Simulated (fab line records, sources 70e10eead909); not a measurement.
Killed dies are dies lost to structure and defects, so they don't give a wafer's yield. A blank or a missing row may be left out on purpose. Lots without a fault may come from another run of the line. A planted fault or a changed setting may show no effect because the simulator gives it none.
fab line records | flow nand_harc
record lots=15 wafers=45 last_day=33
route steps=1302 shown P_M2@340
lots that met no fault: from a run of the same line without faults
start_h: hours from the record's first day to the start of the lot's first wafer shown | wait_h: hours since the lot's step before | " the same as in the row above | L1.1+2: a row that stands for several wafers | - no value, or no start given | * or withheld: withheld | < > ~ a bound
route shown NAME@n: a module of which the file shows steps, and the number in the route of the first | usual: mean/standard deviation of fault-free wafers | same: alike in all rows | chamber/n: place in a boat | sites: the reading at each site | _std_site: their standard deviation | _edge_site: outer sites' mean less inner sites' | radius_mm: how far each site lies from the wafer's centre | mask NAME#n: copy n | behind: the tool/chamber that last shaped the wafer | hold: why the lot was held/for how many hours/how that ended | device: the transistor (n, p or np) that didn't switch | end of line: the same wafers' tests at the end of the route | a step without rows: its recipe alone | killed: dies lost to structure and defects at the first sort, not the wafer's yield | map: a wafer's dies, x killed, . not, _ none there
set.NAME: the setting as run; set.NAME@STEP: as run at that earlier step | model.NAME: the simulator's own value behind a step, which no gauge read
steps of the route over a sample of lots; a table a step, a row a wafer
services: from which hour (start_h, from the record's first day; less than 0 if before it) a tool's chamber was out of use, for how many hours, and why
## steps
# step NHARC_P_M2_PVD_20
# recipe target_thk_a=50 bias_v=168.6 power_w=15000 chamber_pressure_pa=0.12 time_s=8.06 substrate_temp_c=50 material=TaN
# usual bias_v=168.5/1.8 cathode_dc_power_W=15000/3.1 substrate_temp_c=49.99/0.11 throttle_valve_pct=29.9/0.96
# columns lot.wafer tool chamber start_h wait_h bias_v cathode_dc_power_W substrate_temp_c throttle_valve_pct
L303.4 pvd_sputter-01 - 134.72 - 168.0 15000 50.01 30.9
L303.1 " - " " 170.1 14994 50.07 28.4
L303.5 " - " " 168.0 14995 50.17 29.7
L304.1 pvd_sputter-01 - 146.96 - 165.5 15004 49.84 30.4
L304.4 " - " " 169.3 15003 49.93 28.0
L304.5 " - " " 167.8 14995 49.90 30.8
L305.3 pvd_sputter-02 - 154.95 - 165.6 15003 50.19 29.1
L305.1 " - " " 168.7 15001 49.95 30.2
L305.5 " - " " 169.7 15001 50.17 32.0
L306.4 pvd_sputter-01 - 159.73 - 166.5 15005 49.94 29.8
L306.3 " - " " 171.1 14996 49.90 27.8
L306.1 " - " " 166.4 14999 49.94 29.3
L310.2 pvd_sputter-01 - 198.01 - 169.1 15004 49.95 30.9
L310.3 " - " " 170.1 14997 50.03 28.2
L310.6 " - " " 170.8 14999 50.07 30.7
L315.4 pvd_sputter-02 - 255.91 - 167.0 15000 49.95 30.2
L315.2 " - " " 168.0 14999 49.97 31.7
L315.6 " - " " 166.1 14995 49.97 30.3
L317.2 pvd_sputter-02 - 277.36 - - - - -
L317.3 " - " " - - - -
L317.5 " - " " - - - -
L318.3 pvd_sputter-01 - 288.01 - - - - -
L318.4 " - " " - - - -
L318.2 " - " " - - - -
L319.3 pvd_sputter-03 - 300.89 - - - - -
L319.2 " - " " - - - -
L319.6 " - " " - - - -
L320.3 pvd_sputter-02 - 301.61 - 171.4 15002 49.96 30.0
L320.2 " - " " 168.6 15003 49.94 31.5
L320.6 " - " " 167.2 14994 50.18 30.3
L321.3 pvd_sputter-03 - 308.38 - 169.7 15001 50.05 29.8
L321.6 " - " " 171.2 14999 50.04 30.3
L321.5 " - " " 171.9 15004 50.10 29.9
L322.1 pvd_sputter-01 - 316.20 - 165.1 14996 49.91 31.0
L322.4 " - " " 168.3 15002 49.92 28.2
L322.5 " - " " 166.2 15001 49.97 30.8
L324.1 pvd_sputter-03 - 340.07 - 168.3 14995 50.10 28.8
L324.3 " - " " 171.0 14997 50.07 29.9
L324.2 " - " " 170.8 15001 50.04 30.1
L325.2 pvd_sputter-01 - 352.45 - 168.3 15001 50.05 31.1
L325.1 " - " " 169.3 15000 49.95 27.7
L325.6 " - " " 169.7 15004 50.13 30.2
L326.3 pvd_sputter-02 - 366.01 - 168.7 15000 49.89 28.9
L326.1 " - " " 168.4 15000 50.01 30.4
L326.5 " - " " 172.3 14998 50.01 28.7
# step NHARC_P_M2_PVD_21
# recipe target_thk_a=300 chamber_pressure_pa=5 power_w=5000 substrate_temp_c=30 time_s=20.49 material=Cu
# usual cathode_dc_power_W=5000.1/0.87 chamber_pressure_pa=5.001/0.01 substrate_temp_c=30.03/0.12 throttle_valve_pct=29.8/0.97
# columns lot.wafer tool chamber start_h wait_h cathode_dc_power_W chamber_pressure_pa substrate_temp_c throttle_valve_pct
L303.1 pvd_sputter-01 - - - 4998.3 4.969 29.98 30.0
L303.4 " - " " 5000.3 5.009 29.89 30.4
L303.5 " - " " 5001.6 5.000 30.02 29.2
L304.4 pvd_sputter-01 - - - 4999.7 5.002 30.04 29.3
L304.1 " - " " 5000.6 4.994 30.07 30.9
L304.5 " - " " 4999.4 5.004 30.13 30.0
L305.1 pvd_sputter-02 - - - 4999.2 5.007 30.06 30.3
L305.3 " - " " 4999.0 5.008 30.12 30.1
L305.5 " - " " 5000.3 5.002 30.03 32.1
L306.3 pvd_sputter-01 - - - 5000.9 5.004 30.07 29.9
L306.1 " - " " 5000.7 5.009 29.94 28.2
L306.4 " - " " 5001.3 4.998 30.03 29.1
L310.2 pvd_sputter-01 - - - 5000.9 5.016 29.81 29.7
L310.3 " - " " 4999.4 5.011 30.05 29.3
L310.6 " - " " 4999.8 5.017 29.95 29.9
L315.4 pvd_sputter-02 - - - 5001.2 5.000 29.85 32.0
L315.2 " - " " 5000.6 5.020 30.17 29.2
L315.6 " - " " 4999.4 5.012 29.88 31.8
L317.3 pvd_sputter-02 - - - 5000.0 5.009 30.09 30.2
L317.2 " - " " 4998.6 4.990 30.25 31.8
L317.5 " - " " 5000.6 5.008 29.89 29.1
L318.3 pvd_sputter-01 - - - 4998.4 4.999 29.97 30.8
L318.4 " - " " 5000.3 5.010 29.95 29.8
L318.2 " - " " 4999.4 5.005 30.16 30.3
L319.2 pvd_sputter-03 - - - 5001.1 4.993 30.01 30.1
L319.3 " - " " 4998.7 4.998 30.05 28.8
L319.6 " - " " 5001.5 4.985 30.11 30.2
L320.3 pvd_sputter-02 - - - 5000.0 5.005 30.16 30.4
L320.2 " - " " 5000.3 5.022 29.99 28.7
L320.6 " - " " 4999.9 4.996 30.11 30.6
L321.3 pvd_sputter-03 - - - 4999.8 4.992 29.85 29.6
L321.6 " - " " 5000.3 4.992 29.95 29.7
L321.5 " - " " 4999.3 4.988 30.43 30.1
L322.4 pvd_sputter-01 - - - 4999.5 4.992 30.07 29.9
L322.1 " - " " 4999.6 4.992 29.84 31.0
L322.5 " - " " 4999.3 5.016 30.01 27.7
L324.3 pvd_sputter-03 - - - 4999.9 4.986 29.81 30.0
L324.1 " - " " 5000.2 5.024 30.07 30.0
L324.2 " - " " 4999.5 4.989 29.95 29.8
L325.1 pvd_sputter-01 - - - 4999.7 4.989 29.97 30.0
L325.2 " - " " 5001.8 4.999 29.97 30.3
L325.6 " - " " 4999.7 4.997 29.91 29.9
L326.3 pvd_sputter-02 - - - 5000.6 4.990 30.13 29.2
L326.1 " - " " 4999.7 5.010 29.83 30.2
L326.5 " - " " 4999.8 5.017 30.08 28.6
# step NHARC_P_M2_INSPECT_27
# usual raw_defect_count=306/92
# columns lot.wafer tool chamber start_h wait_h raw_defect_count
L303.1 defect_inspect-02 - 136.18 0.0 357
L303.4 " - " " 443
L303.5 " - " " 368
L304.1 defect_inspect-02 - 148.46 0.0 287
L304.4 " - " " 327
L304.5 " - " " 319
L305.1 defect_inspect-02 - 156.40 0.0 266
L305.3 " - " " 195
L305.5 " - " " 209
L306.1 defect_inspect-02 - 161.17 0.0 162
L306.3 " - " " 345
L306.4 " - " " 256
L310.2 defect_inspect-01 - 199.44 0.0 257
L310.3 " - " " 308
L310.6 " - " " 283
L315.2 defect_inspect-01 - 257.37 0.0 234
L315.4 " - " " 176
L315.6 " - " " 349
L317.2 defect_inspect-01 - 278.79 0.0 262
L317.3 " - " " 304
L317.5 " - " " 259
L318.2 defect_inspect-02 - 289.44 0.0 380
L318.3 " - " " 445
L318.4 " - " " 466
L319.2 defect_inspect-02 - 302.33 0.0 195
L319.3 " - " " 232
L319.6 " - " " 336
L320.2 defect_inspect-02 - 303.06 0.0 309
L320.3 " - " " 463
L320.6 " - " " 345
L321.3 defect_inspect-01 - 309.83 0.0 350
L321.5 " - " " 407
L321.6 " - " " 328
L322.1 defect_inspect-01 - 317.62 0.0 228
L322.4 " - " " 347
L322.5 " - " " 245
L324.1 defect_inspect-02 - 341.52 0.0 255
L324.2 " - " " 657
L324.3 " - " " 300
L325.1 defect_inspect-01 - 353.87 0.0 396
L325.2 " - " " 281
L325.6 " - " " 428
L326.1 defect_inspect-01 - 367.45 0.0 281
L326.3 " - " " 291
L326.5 " - " " 392
# step NHARC_P_M2_DEP_33
# recipe target_thk_a=300 temp_c=370 target_thk_nm=30 pressure_torr=3 flow_sccm=200 rf_w=450 material=SiCN
# usual heater_power_outer_w=358/32 heater_power_w=619/48 showerhead_vpp_V=1313/85
# columns lot.wafer tool chamber start_h wait_h heater_power_outer_w heater_power_w showerhead_vpp_V
L303.1 pecvd-04 0 136.32 0.1 339 552 1180
L303.5 " 0 " " 329 556 1208
L303.4 " 2 " " 347 635 1267
L304.1 pecvd-01 1 148.65 0.1 345 583 1274
L304.4 " 0 " " 364 621 1261
L304.5 " 0 " " 364 620 1252
L305.1 pecvd-02 0 156.68 0.1 376 607 1382
L305.3 " 2 " " 351 633 1356
L305.5 " 0 " " 383 602 1407
L306.3 pecvd-01 0 161.32 0.1 338 589 1268
L306.1 " 2 " " 381 675 1329
L306.4 " 2 " " 384 669 1321
L310.3 pecvd-04 1 199.59 0.1 392 665 1227
L310.2 " 2 " " 303 594 1281
L310.6 " 2 " " 295 593 1249
L315.2 pecvd-02 1 257.60 0.1 414 724 1450
L315.4 " 2 " " 337 635 1371
L315.6 " 1 " " 413 729 1457
L317.2 pecvd-01 2 278.99 0.1 379 671 1314
L317.3 " 0 " " 319 556 1264
L317.5 " 1 " " 390 642 1268
L318.3 pecvd-04 2 289.63 0.1 326 617 1266
L318.2 " 0 " " 373 601 1177
L318.4 " 0 " " 369 593 1160
L319.2 pecvd-01 0 302.47 0.1 358 614 1269
L319.3 " 1 " " 338 578 1253
L319.6 " 2 " " 403 682 1346
L320.3 pecvd-02 2 303.20 0.1 306 560 1358
L320.2 " 0 " " 380 596 1389
L320.6 " 2 " " 317 566 1340
L321.3 pecvd-02 0 310.02 0.1 395 646 1374
L321.5 " 2 " " 407 697 1377
L321.6 " 0 " " 409 639 1396
L322.1 pecvd-04 1 318.04 0.1 418 712 1207
L322.4 " 2 " " 334 629 1267
L322.5 " 0 " " 328 555 1185
L324.2 pecvd-02 1 341.66 0.1 329 599 1444
L324.1 " 2 " " 367 637 1379
L324.3 " 0 " " 423 644 1362
L325.1 pecvd-02 0 354.06 0.1 358 562 1379
L325.2 " 1 " " 404 690 1454
L325.6 " 0 " " 352 576 1407
L326.1 pecvd-04 1 367.64 0.1 329 621 1214
L326.3 " 2 " " 285 555 1250
L326.5 " 1 " " 331 618 1213
## services
# columns tool chamber start_h hours kind
pecvd-01 2 121.81 6.7 repair
pecvd-01 - 130.00 13.0 pm
pecvd-01 2 146.83 11.0 repair
pvd_sputter-03 - 169.21 6.8 repair
pvd_sputter-03 - 176.05 10.0 pm
pecvd-04 - 177.19 2.2 repair
pvd_sputter-01 - 227.23 10.0 pm
pecvd-02 - 227.73 13.0 pm
pecvd-02 0 227.73 13.0 vent_cycle
pecvd-02 1 227.73 13.0 vent_cycle
pecvd-02 2 227.73 13.0 vent_cycle
pecvd-02 0 240.73 - clean
pecvd-02 1 240.73 - clean
pecvd-02 2 240.73 - clean
pecvd-01 0 244.33 8.0 repair
pecvd-02 - 260.28 3.9 repair
pecvd-04 1 267.62 12.7 repair
pecvd-04 - 269.00 13.0 pm
pvd_sputter-02 - 282.80 10.0 pm
pecvd-01 - 311.00 13.0 pm
pvd_sputter-03 - 313.90 0.7 repair
pecvd-01 - 330.75 0.5 repair
pvd_sputter-03 - 354.05 10.0 pm
pecvd-04 - 362.97 1.0 repair
## key
first_sign step=NHARC_P_M2_PVD_20 reading=tool_record direction=missing
effect none on later readings
met_at NHARC_P_M2_PVD_20
struck_lots L317,L318,L319
later_rows_left_out L317.2,L317.3,L317.5,L318.2,L318.3,L318.4,L319.2,L319.3,L319.6
sort_left_out L317.2,L317.3,L317.5,L318.2,L318.3,L318.4,L319.2,L319.3,L319.6
not_acting_at NHARC_P_M2_PVD_21,NHARC_P_M2_INSPECT_27,NHARC_P_M2_DEP_33
onset_between 255.91 277.36
fault kind=skipped_step_whole tool=pvd_sputter-01,pvd_sputter-02,pvd_sputter-03 chamber=- onset_h=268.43 steps=NHARC_P_M2_PVD_20 scope=struck_lots_only
# sort_left_out: the simulated sort isn't trusted on such a fault, so these wafers' sort isn't shown, and their yield isn't known
# later_rows_left_out: the simulator's readings of these wafers behind a module that went badly wrong aren't trusted and aren't shown, but for the sort
